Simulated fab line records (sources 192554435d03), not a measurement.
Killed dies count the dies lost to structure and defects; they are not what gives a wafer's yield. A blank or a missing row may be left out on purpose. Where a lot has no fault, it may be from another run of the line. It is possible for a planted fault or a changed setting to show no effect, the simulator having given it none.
Split-lot trial || flow n5_finfet || 7 lots, 39 wafers read, on a route of 1938 steps

SPLIT DETAILS
At N5_PASSIVATION_DEVELOP_43 (develop time 60 s), the setting develop_time_s was moved away from the recipe's 60 s on 15 of the 39 wafers read, by -41.0% to +56.3%. For the rest of the wafers, this setting stayed at what the recipe calls for.

THE PATH FROM SPLIT TO READING: the file shows 1 step between them
- N5_PASSIVATION_HARDBAKE_45: time 120 s

THE READING
Shown in nm: cd_nm at N5_PASSIVATION_CD_MEAS_44, with target cd 40000 nm. Fault-free wafers of this fab line usually give 40000 nm, standard deviation 4 nm.

{"wafer": "L078.1", "tool, chamber at the split": "litho_track-03, 0", "develop_time_s as run, s": 93.76, "against the recipe": "+56.3%", "cd_nm, nm": 40024, "against lot-mates on the recipe": "+19"}
{"wafer": "L078.2", "tool, chamber at the split": "litho_track-03, 0", "develop_time_s as run, s": 60, "against the recipe": "recipe", "cd_nm, nm": 40009, "against lot-mates on the recipe": "-"}
{"wafer": "L078.3", "tool, chamber at the split": "litho_track-03, 0", "develop_time_s as run, s": 93.76, "against the recipe": "+56.3%", "cd_nm, nm": 40022, "against lot-mates on the recipe": "+17"}
{"wafer": "L078.4", "tool, chamber at the split": "litho_track-03, 0", "develop_time_s as run, s": 60, "against the recipe": "recipe", "cd_nm, nm": 40005, "against lot-mates on the recipe": "-"}
{"wafer": "L078.5", "tool, chamber at the split": "litho_track-03, 0", "develop_time_s as run, s": 60, "against the recipe": "recipe", "cd_nm, nm": 40001, "against lot-mates on the recipe": "-"}
{"wafer": "L078.6", "tool, chamber at the split": "litho_track-03, 0", "develop_time_s as run, s": 93.76, "against the recipe": "+56.3%", "cd_nm, nm": 40018, "against lot-mates on the recipe": "+13"}
{"wafer": "L075.1", "tool, chamber at the split": "litho_track-02, 0", "develop_time_s as run, s": 60, "against the recipe": "recipe", "cd_nm, nm": 39994, "against lot-mates on the recipe": "-"}
{"wafer": "L075.2", "tool, chamber at the split": "litho_track-02, 0", "develop_time_s as run, s": 85.71, "against the recipe": "+42.8%", "cd_nm, nm": 40011, "against lot-mates on the recipe": "+16"}
{"wafer": "L075.3", "tool, chamber at the split": "litho_track-02, 0", "develop_time_s as run, s": 85.71, "against the recipe": "+42.8%", "cd_nm, nm": 40014, "against lot-mates on the recipe": "+19"}
{"wafer": "L075.4", "tool, chamber at the split": "litho_track-02, 0", "develop_time_s as run, s": 60, "against the recipe": "recipe", "cd_nm, nm": 39999, "against lot-mates on the recipe": "-"}
{"wafer": "L075.5", "tool, chamber at the split": "litho_track-02, 0", "develop_time_s as run, s": 85.71, "against the recipe": "+42.8%", "cd_nm, nm": 40014, "against lot-mates on the recipe": "+19"}
{"wafer": "L075.6", "tool, chamber at the split": "litho_track-02, 0", "develop_time_s as run, s": 60, "against the recipe": "recipe", "cd_nm, nm": 39993, "against lot-mates on the recipe": "-"}
{"wafer": "L079.1", "tool, chamber at the split": "litho_track-03, 0", "develop_time_s as run, s": 60, "against the recipe": "recipe", "cd_nm, nm": 39996, "against lot-mates on the recipe": "-"}
{"wafer": "L079.2", "tool, chamber at the split": "litho_track-03, 0", "develop_time_s as run, s": 60, "against the recipe": "recipe", "cd_nm, nm": 40001, "against lot-mates on the recipe": "-"}
{"wafer": "L079.3", "tool, chamber at the split": "litho_track-03, 0", "develop_time_s as run, s": 60, "against the recipe": "recipe", "cd_nm, nm": 39998, "against lot-mates on the recipe": "-"}
{"wafer": "L079.4", "tool, chamber at the split": "litho_track-03, 0", "develop_time_s as run, s": 35.39, "against the recipe": "-41.0%", "cd_nm, nm": 39981, "against lot-mates on the recipe": -17}
{"wafer": "L079.5", "tool, chamber at the split": "litho_track-03, 0", "develop_time_s as run, s": 35.39, "against the recipe": "-41.0%", "cd_nm, nm": 39986, "against lot-mates on the recipe": -12}
{"wafer": "L079.6", "tool, chamber at the split": "litho_track-03, 0", "develop_time_s as run, s": 35.39, "against the recipe": "-41.0%", "cd_nm, nm": 39984, "against lot-mates on the recipe": -14}
{"wafer": "L081.1", "tool, chamber at the split": "litho_track-05, 0", "develop_time_s as run, s": 60, "against the recipe": "recipe", "cd_nm, nm": 39997, "against lot-mates on the recipe": "-"}
{"wafer": "L081.4", "tool, chamber at the split": "litho_track-05, 0", "develop_time_s as run, s": 60, "against the recipe": "recipe", "cd_nm, nm": 39997, "against lot-mates on the recipe": "-"}
{"wafer": "L081.5", "tool, chamber at the split": "litho_track-05, 0", "develop_time_s as run, s": 60, "against the recipe": "recipe", "cd_nm, nm": 39997, "against lot-mates on the recipe": "-"}
{"wafer": "L086.1", "tool, chamber at the split": "litho_track-02, 0", "develop_time_s as run, s": 60, "against the recipe": "recipe", "cd_nm, nm": 40002, "against lot-mates on the recipe": "-"}
{"wafer": "L086.2", "tool, chamber at the split": "litho_track-02, 0", "develop_time_s as run, s": 60, "against the recipe": "recipe", "cd_nm, nm": 39994, "against lot-mates on the recipe": "-"}
{"wafer": "L086.3", "tool, chamber at the split": "litho_track-02, 0", "develop_time_s as run, s": 85.16, "against the recipe": "+41.9%", "cd_nm, nm": 40012, "against lot-mates on the recipe": "+13"}
{"wafer": "L086.4", "tool, chamber at the split": "litho_track-02, 0", "develop_time_s as run, s": 85.16, "against the recipe": "+41.9%", "cd_nm, nm": 40008, "against lot-mates on the recipe": "+9"}
{"wafer": "L086.5", "tool, chamber at the split": "litho_track-02, 0", "develop_time_s as run, s": 85.16, "against the recipe": "+41.9%", "cd_nm, nm": 40011, "against lot-mates on the recipe": "+12"}
{"wafer": "L086.6", "tool, chamber at the split": "litho_track-02, 0", "develop_time_s as run, s": 60, "against the recipe": "recipe", "cd_nm, nm": 40002, "against lot-mates on the recipe": "-"}
{"wafer": "L091.1", "tool, chamber at the split": "litho_track-02, 0", "develop_time_s as run, s": 72.92, "against the recipe": "+21.5%", "cd_nm, nm": 40003, "against lot-mates on the recipe": "+5"}
{"wafer": "L091.2", "tool, chamber at the split": "litho_track-02, 0", "develop_time_s as run, s": 72.92, "against the recipe": "+21.5%", "cd_nm, nm": 40005, "against lot-mates on the recipe": "+7"}
{"wafer": "L091.3", "tool, chamber at the split": "litho_track-02, 0", "develop_time_s as run, s": 60, "against the recipe": "recipe", "cd_nm, nm": 39993, "against lot-mates on the recipe": "-"}
{"wafer": "L091.4", "tool, chamber at the split": "litho_track-02, 0", "develop_time_s as run, s": 60, "against the recipe": "recipe", "cd_nm, nm": 39998, "against lot-mates on the recipe": "-"}
{"wafer": "L091.5", "tool, chamber at the split": "litho_track-02, 0", "develop_time_s as run, s": 60, "against the recipe": "recipe", "cd_nm, nm": 40002, "against lot-mates on the recipe": "-"}
{"wafer": "L091.6", "tool, chamber at the split": "litho_track-02, 0", "develop_time_s as run, s": 72.92, "against the recipe": "+21.5%", "cd_nm, nm": 40008, "against lot-mates on the recipe": "+10"}
{"wafer": "L094.1", "tool, chamber at the split": "litho_track-05, 0", "develop_time_s as run, s": 60, "against the recipe": "recipe", "cd_nm, nm": 39999, "against lot-mates on the recipe": "-"}
{"wafer": "L094.2", "tool, chamber at the split": "litho_track-05, 0", "develop_time_s as run, s": 60, "against the recipe": "recipe", "cd_nm, nm": 40002, "against lot-mates on the recipe": "-"}
{"wafer": "L094.3", "tool, chamber at the split": "litho_track-05, 0", "develop_time_s as run, s": 60, "against the recipe": "recipe", "cd_nm, nm": 40002, "against lot-mates on the recipe": "-"}
{"wafer": "L094.4", "tool, chamber at the split": "litho_track-05, 0", "develop_time_s as run, s": 60, "against the recipe": "recipe", "cd_nm, nm": 39995, "against lot-mates on the recipe": "-"}
{"wafer": "L094.5", "tool, chamber at the split": "litho_track-05, 0", "develop_time_s as run, s": 60, "against the recipe": "recipe", "cd_nm, nm": 40002, "against lot-mates on the recipe": "-"}
{"wafer": "L094.6", "tool, chamber at the split": "litho_track-05, 0", "develop_time_s as run, s": 60, "against the recipe": "recipe", "cd_nm, nm": 39998, "against lot-mates on the recipe": "-"}

THE FIT
A straight line over all 39 wafers: cd_nm changes by +0.352 nm for each +1% of develop_time_s; r = +0.93; the points scatter about the line by 3.6 nm.
The same after taking each lot's own level away (the mean of its wafers on the recipe; 39 wafers): +0.328 nm for each +1%; r = +0.94; scatter 3 nm.
According to that fit, moving develop_time_s by its largest amount changes the reading by 18 nm.
Measured against the standard deviation above, the lots' own levels, which go from 39995.3 to 40005.0 nm, span 2.4 times it.
So the lot-to-lot level changes the slope little: the two slopes agree.
Check: +18.2 nm against its lot-mates is what the line predicts for one of the wafers moved furthest among these (+56.3%) when that wafer is left out of the fit. It came out at +19 nm against them.

OTHER SPLITS ON THESE WAFERS
Note: prior to the reading, these wafers also went through further splits. Each is held against what the fit with the lots' levels taken away leaves over:
{"other split on the same wafers": "N5_PMOS_HMC_CHANNEL_EPI_ETCH_38 target_depth_a", "wafers away from the commonest value": 12, "r with cd_nm (lot level and that fit taken away)": "+0.21"}
{"other split on the same wafers": "N5_DUMMY_GATE_HM_DEP_06 time_s", "wafers away from the commonest value": 33, "r with cd_nm (lot level and that fit taken away)": -0.26}
{"other split on the same wafers": "N5_MOL_CONTACT_COAG_ETCHBACK_135 time_s", "wafers away from the commonest value": 15, "r with cd_nm (lot level and that fit taken away)": -0.11}
{"other split on the same wafers": "N5_BEOL_M4_DESCUM_16 time_s", "wafers away from the commonest value": 18, "r with cd_nm (lot level and that fit taken away)": -0.12}
{"other split on the same wafers": "N5_BEOL_M6_ETCH_66 target_depth_a", "wafers away from the commonest value": 15, "r with cd_nm (lot level and that fit taken away)": "+0.14"}
{"other split on the same wafers": "N5_BEOL_M11_ALD_74 ald_cycles", "wafers away from the commonest value": 18, "r with cd_nm (lot level and that fit taken away)": -0.13}
{"other split on the same wafers": "N5_MIM_BOT_ETCH_ETCH_04 time_s", "wafers away from the commonest value": 15, "r with cd_nm (lot level and that fit taken away)": "+0.07"}

THE FILE'S OWN FIT
cd_nm changes by +0.328 nm for each +1% of develop_time_s, r = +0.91.
